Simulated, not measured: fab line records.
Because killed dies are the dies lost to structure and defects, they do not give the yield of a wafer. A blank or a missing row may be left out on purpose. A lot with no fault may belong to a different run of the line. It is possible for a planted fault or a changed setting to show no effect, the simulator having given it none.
The tool behind it: which one? / flow n5Finfet / Sampling: 11 lots, 33 wafers, 5 of 1938 route steps

== WHAT THE GAUGES SHOWED, per wafer ==
N5_STI_FIN_REVEAL_FIN_H_MEAS_10.
lot=L826; measured=day 2 14:06; on=ocd-01; trenchDepthNm (nm)=52.2 52.4 51.8
lot=L827; measured=day 2 20:08; on=ocd-02; trenchDepthNm (nm)=51.5 51.3 51.5
lot=L830; measured=day 3 12:46; on=ocd-01; trenchDepthNm (nm)=51.2 52.1 52.1
lot=L833; measured=day 4 06:28; on=ocd-02; trenchDepthNm (nm)=52.5 52.0 52.5
lot=L834; measured=day 4 15:10; on=ocd-02; trenchDepthNm (nm)=51.5 52.2 52.1
lot=L835; measured=day 4 21:50; on=ocd-01; trenchDepthNm (nm)=52.2 52.0 52.4
lot=L836; measured=day 5 01:58; on=ocd-01; trenchDepthNm (nm)=52.0 52.1 51.2
lot=L840; measured=day 6 03:19; on=ocd-02; trenchDepthNm (nm)=52.6 52.4 52.4
lot=L842; measured=day 6 11:55; on=ocd-02; trenchDepthNm (nm)=51.5 49.8 51.6
lot=L848; measured=day 8 05:10; on=ocd-01; trenchDepthNm (nm)=53.2 52.7 52.9
lot=L849; measured=day 8 09:06; on=ocd-02; trenchDepthNm (nm)=51.6 51.6 52.3

== WHAT TOOL EACH LOT RAN ON (gives the tool, then ch and the chambers of the sampled wafers, and finally the start) ==
lot=L826; N5_FIN_CUT_CUT_ETCH_15=rieSi-03 ch 0,2,3, day 2 04:41; N5_FIN_CUT_CUT_ETCH_28=rieSi-03 ch 0,2,3, day 2 04:44; N5_STI_FIN_REVEAL_CMP_04=cmp-02 ch 2,3, day 2 10:14; N5_STI_FIN_REVEAL_PRECLEAN_17=remotePlasma-01 ch 1, day 2 13:20
lot=L827; N5_FIN_CUT_CUT_ETCH_15=rieSi-05 ch 1,3, day 2 10:26; N5_FIN_CUT_CUT_ETCH_28=rieSi-05 ch 1,3, day 2 10:29; N5_STI_FIN_REVEAL_CMP_04=cmp-03 ch 1,3, day 2 16:31; N5_STI_FIN_REVEAL_PRECLEAN_17=remotePlasma-02 ch 0, day 2 19:19
lot=L830; N5_FIN_CUT_CUT_ETCH_15=rieSi-05 ch 2,3, day 3 03:16; N5_FIN_CUT_CUT_ETCH_28=rieSi-05 ch 2,3, day 3 03:19; N5_STI_FIN_REVEAL_CMP_04=cmp-04 ch 0,1,3, day 3 09:19; N5_STI_FIN_REVEAL_PRECLEAN_17=remotePlasma-01 ch 1, day 3 11:58
lot=L833; N5_FIN_CUT_CUT_ETCH_15=rieSi-05 ch 2,3, day 3 21:32; N5_FIN_CUT_CUT_ETCH_28=rieSi-05 ch 2,3, day 3 21:35; N5_STI_FIN_REVEAL_CMP_04=cmp-04 ch 0,1,3, day 4 02:57; N5_STI_FIN_REVEAL_PRECLEAN_17=remotePlasma-02 ch 0, day 4 05:43
lot=L834; N5_FIN_CUT_CUT_ETCH_15=rieSi-05 ch 1,2, day 4 05:49; N5_FIN_CUT_CUT_ETCH_28=rieSi-05 ch 1,2, day 4 05:53; N5_STI_FIN_REVEAL_CMP_04=cmp-02 ch 0,1,2, day 4 11:21; N5_STI_FIN_REVEAL_PRECLEAN_17=remotePlasma-01 ch 1, day 4 13:59
lot=L835; N5_FIN_CUT_CUT_ETCH_15=rieSi-04 ch 1,3, day 4 12:32; N5_FIN_CUT_CUT_ETCH_28=rieSi-04 ch 1,3, day 4 12:35; N5_STI_FIN_REVEAL_CMP_04=cmp-04 ch 0,2, day 4 18:02; N5_STI_FIN_REVEAL_PRECLEAN_17=remotePlasma-02 ch 1, day 4 21:02
lot=L836; N5_FIN_CUT_CUT_ETCH_15=rieSi-03 ch 0,2,3, day 4 15:48; N5_FIN_CUT_CUT_ETCH_28=rieSi-03 ch 0,2,3, day 4 15:51; N5_STI_FIN_REVEAL_CMP_04=cmp-03 ch 0,1,3, day 4 22:11; N5_STI_FIN_REVEAL_PRECLEAN_17=remotePlasma-02 ch 0, day 5 00:54
lot=L840; N5_FIN_CUT_CUT_ETCH_15=rieSi-05 ch 0,1,3, day 5 18:17; N5_FIN_CUT_CUT_ETCH_28=rieSi-05 ch 0,1,3, day 5 18:20; N5_STI_FIN_REVEAL_CMP_04=cmp-03 ch 2,3, day 5 23:50; N5_STI_FIN_REVEAL_PRECLEAN_17=remotePlasma-02 ch 0, day 6 02:30
lot=L842; N5_FIN_CUT_CUT_ETCH_15=rieSi-05 ch 0,3, day 6 02:59; N5_FIN_CUT_CUT_ETCH_28=rieSi-05 ch 0,3, day 6 03:03; N5_STI_FIN_REVEAL_CMP_04=cmp-03 ch 0,2, day 6 08:24; N5_STI_FIN_REVEAL_PRECLEAN_17=remotePlasma-01 ch 0, day 6 11:10
lot=L848; N5_FIN_CUT_CUT_ETCH_15=rieSi-03 ch 0,2, day 7 19:10; N5_FIN_CUT_CUT_ETCH_28=rieSi-03 ch 0,2, day 7 19:13; N5_STI_FIN_REVEAL_CMP_04=cmp-03 ch 0,2, day 8 01:43; N5_STI_FIN_REVEAL_PRECLEAN_17=remotePlasma-02 ch 1, day 8 04:25
lot=L849; N5_FIN_CUT_CUT_ETCH_15=rieSi-04 ch 1,3, day 8 00:10; N5_FIN_CUT_CUT_ETCH_28=rieSi-04 ch 1,3, day 8 00:13; N5_STI_FIN_REVEAL_CMP_04=cmp-02 ch 1,2,3, day 8 05:37; N5_STI_FIN_REVEAL_PRECLEAN_17=remotePlasma-02 ch 1, day 8 08:19
- N5_FIN_CUT_CUT_ETCH_15: etches Si in HBr/Cl2/O2, target depth 100 nm, bt time 10 s, time 42.4 s.
- N5_FIN_CUT_CUT_ETCH_28: etches Si in HBr/Cl2/O2, target depth 6 nm, time 2.4 s.
- N5_STI_FIN_REVEAL_CMP_04: polishes, stops on Si3N4, t overpolish 4 s, target thk 131.83 nm.
- N5_STI_FIN_REVEAL_PRECLEAN_17: cleans in NF3:NH3, afs cycles 1, time 20 s, sublimation time 60 s.

== THE ANSWER, worked out from the rows above alone ==
Rule: the usual values come from the lots themselves. Put in order of their means at a reading, lots are off if they are a third of the lots or fewer, leave a main group of 4 or more, and stand apart from it by a gap of 3 or more times the standard deviation of the main group's means; of several such gaps the widest counts. If all means in a main group match to the digits the tables above print for the reading, that group is not used. A lot without any number at a reading at which 4 lots or more have one is off too. Any other lot the step has rows for is counted as sound.
Across all readings shown, no lot is off: no conclusion can be drawn from this.

== WHAT THE SIMULATOR PUT IN ==
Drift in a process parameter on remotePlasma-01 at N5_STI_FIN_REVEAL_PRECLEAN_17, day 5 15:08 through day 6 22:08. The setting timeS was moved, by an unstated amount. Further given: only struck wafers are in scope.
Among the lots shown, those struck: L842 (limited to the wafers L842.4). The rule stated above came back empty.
